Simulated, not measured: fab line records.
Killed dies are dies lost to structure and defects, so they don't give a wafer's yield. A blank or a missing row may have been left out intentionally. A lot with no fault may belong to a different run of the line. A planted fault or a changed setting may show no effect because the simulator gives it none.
Matching of chambers	flow n5_finfet	4 sister chambers for N5_BEOL_M0_SAQP_ETCH_88 on rie_diel-03
The step etches underlayer in N2/H2, target depth 6.5 nm, time 5.2 s. 8 wafers are shown with their chamber, then 8 later ones without.

## WAFERS, EACH WITH ITS CHAMBER
wafer	chamber	showerhead_plenum_p_Torr (Torr)	throttle_valve_pct (%)
L083.6	0	2.69	18.04
L084.2	1	2.55	17.59
L084.3	3	2.53	18.08
L084.4	2	2.64	18.04
L085.4	2	2.64	18.03
L085.5	1	2.55	17.55
L085.6	0	2.69	18.03
L086.2	3	2.52	18.09

## WAFERS WITH NO CHAMBER GIVEN
wafer	showerhead_plenum_p_Torr (Torr)	throttle_valve_pct (%)
L086.4	2.63	18.06
L086.5	2.53	18.07
L092.1	2.52	18.10
L092.2	2.69	18.07
L092.3	2.63	18.07
L092.4	2.54	17.60
L092.5	2.54	17.60
L092.6	2.69	18.04

## WHICH CHAMBER EACH ONE RAN IN
wafer	from the rows above	in truth
L086.4	2	2
L086.5	3	3
L092.1	3	3
L092.2	0	0
L092.3	2	2
L092.4	1	1
L092.5	1	1
L092.6	0	0
Correctly placed: 8 of 8. Not placeable from these rows: 0. 0 placed wrongly.
How it was worked out, from the rows above alone: a wafer's distance from a chamber is the root of the sum, over the readings, of the square of ((its reading less the chamber's mean) divided by the reading's scatter). If the next closest chamber is less than 2 further off than the closest, the wafer can't be placed; otherwise it belongs to the closest. The mean given for a chamber averages the wafers shown for that chamber. The scatter is the square root of a quotient: the sum, over the shown wafers, of each reading's squared deviation from its chamber's mean, divided by wafers minus chambers.
